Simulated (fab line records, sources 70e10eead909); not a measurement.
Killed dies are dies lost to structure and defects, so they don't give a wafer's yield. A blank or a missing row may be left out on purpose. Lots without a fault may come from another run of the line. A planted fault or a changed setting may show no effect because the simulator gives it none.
A struck lot beside a sound one | flow nand_harc | 27 steps out of a route of 1302
Sound: wafers L822.1, L822.4, L822.6. Struck: wafers L841.2, L841.5, L841.6. The cause comes at the end.
At each step with rows: each side's tool, then ch and its chambers, then its first start. Under that, the readings that differ: sound wafers | struck wafers | difference of the means | sigmas: that difference in standard deviations of wafers without a fault.
alike: readings whose means differ by less than 2 such deviations, and words and numbers that are the same on both sides. not compared: withheld readings, readings that some wafer has no value for, bounds like >300 that may hide the same value, and numbers for which the record gives no deviation and whose values overlap.
The two part at a step that has a row with sigmas, a row that says differs or no value, or rows on one side only. Numbers that don't overlap but have no deviation are shown without sigmas and don't part them. A reading that every wafer of one side lacks parts them only if that side has two wafers or more.

NHARC_P_ZERO_WELL_INSPECT_43:
  sound on defect_inspect-01, day 2 16:10; struck on defect_inspect-01, day 10 11:38
  alike: raw_defect_count
then, 11 steps without rows for these wafers: NHARC_P_STI_ETCH_26 (etches SiO2 in dHF, target depth 11 nm); NHARC_P_STI_PRECLEAN_27 (cleans in SC1); NHARC_P_STI_SRD_28; NHARC_P_STI_OXIDE_29 (material SiO2, target thk 10 nm, ox time 1362 s); NHARC_P_STI_HM_DEP_30 (deposits Si3N4, target thk 80 nm, time 873 s); NHARC_P_STI_DEHYDRATE_01 (time 120 s); NHARC_P_STI_HMDS_02 (time 30 s); NHARC_P_STI_COAT_41 (time 65 s); NHARC_P_STI_COAT_03 (resist thk 600 nm); NHARC_P_STI_SOFTBAKE_04 (time 70 s); NHARC_P_STI_EBR_05.
NHARC_P_STI_EXPOSE_06: exposes mask P STI, target cd 200 nm.
  sound on krf_scanner-02 ch 0, day 3 12:27; struck on krf_scanner-02 ch 0, day 11 02:39
  reading              | sound             | struck            | difference | sigmas
  exposure_dose_mJ_cm2 | 37.70 37.67 37.69 | 37.94 37.96 37.95 | +0.26      | +6
  alike: mask, focus_offset_nm
then, 2 steps without rows for these wafers: NHARC_P_STI_PEB_07 (peb time 80 s); NHARC_P_STI_DEVELOP_08 (time 50 s).
NHARC_P_STI_CD_MEAS_09: target cd 200 nm.
  sound on cd_sem-03 ch 0, day 3 12:37; struck on cd_sem-01 ch 0, day 11 02:48
  reading    | sound             | struck            | difference | sigmas
  cd_nm (nm) | 201.0 196.6 204.8 | 189.0 184.3 196.7 | -10.8      | -5
NHARC_P_STI_OVL_MEAS_10:
  sound on overlay-01, day 3 12:41; struck on overlay-02, day 11 02:53
  reading           | sound | struck   | difference | sigmas
  overlay_x_nm (nm) | 2 2 2 | 11 11 11 | +9         | +2
  alike: overlay_y_nm
NHARC_P_STI_INSPECT_11:
  sound on defect_inspect-02, day 3 12:44; struck on defect_inspect-02, day 11 02:55
  alike: raw_defect_count
then, 1 step without rows for these wafers: NHARC_P_STI_HARDBAKE_13 (time 65 s).
NHARC_P_STI_DESCUM_14: chemistry O2, time 3 s.
  sound on rie_diel-06 ch 2,3, day 3 12:52; struck on rie_diel-06 ch 1,2, day 11 03:04
  alike: drypump_motor_current_A, o2_flow_sccm, oes_product_au, rf_vpp_V, showerhead_plenum_p_Torr, throttle_valve_pct
  not compared: rf_hours_counter_h, model.P_STI.cd_nm
NHARC_P_STI_ETCH_42: etches the open film in N2/H2, target depth 80 nm, overetch 24 nm, time 61 s.
  sound on rie_diel-06 ch 0,2,3, day 3 12:58; struck on rie_diel-06 ch 0,1,2, day 11 03:09
  alike: drypump_motor_current_A, n2_flow_sccm, oes_product_au, rf_vpp_V, showerhead_plenum_p_Torr, throttle_valve_pct
  not compared: rf_hours_counter_h
NHARC_P_STI_ETCH_31: etches the open film in CF4/CHF3, target depth 108.9 nm, time 54.5 s.
  sound on rie_diel-06 ch 0,1,2; struck on rie_diel-06 ch 0,3
  alike: drypump_motor_current_A, oes_product_au, rf_vpp_V, showerhead_plenum_p_Torr, throttle_valve_pct
  not compared: rf_hours_counter_h
NHARC_P_STI_ETCH_15: etches the open film in HBr/Cl2, target depth 300 nm, time 100.1 s.
  sound on rie_si-05 ch 1,2, day 3 13:09; struck on rie_si-05 ch 1,2, day 11 03:20
  alike: drypump_motor_current_A, oes_product_au, throttle_valve_pct
  not compared: rf_hours_counter_h, model.P_STI.cd_nm
NHARC_P_STI_CD_MEAS_16:
  sound on cd_sem-01, day 3 13:18; struck on cd_sem-02, day 11 03:29
  reading    | sound             | struck            | difference | sigmas
  cd_nm (nm) | 200.1 195.0 202.3 | 188.2 183.9 196.3 | -9.7       | -4
NHARC_P_STI_OCD_MEAS_17:
  sound on ocd-02, day 3 13:23; struck on ocd-02, day 11 03:35
  reading                | sound             | struck            | difference | sigmas
  trench_foot_cd_nm (nm) | 159.2 154.1 163.1 | 148.5 143.5 153.5 | -10.3      | -4
  alike: trench_depth_nm
then, 2 steps without rows for these wafers: NHARC_P_STI_STRIP_19 (strips in SPM, time 900 s); NHARC_END_SORT_01.

WHERE THEY PART
First at NHARC_P_STI_EXPOSE_06; last, within this record, at NHARC_P_STI_OCD_MEAS_17.

WHY: what the simulator had put in
Process parameter drift: krf_scanner-02, from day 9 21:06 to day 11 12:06, at NHARC_P_STI_EXPOSE_06. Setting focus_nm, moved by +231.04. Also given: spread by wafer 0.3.
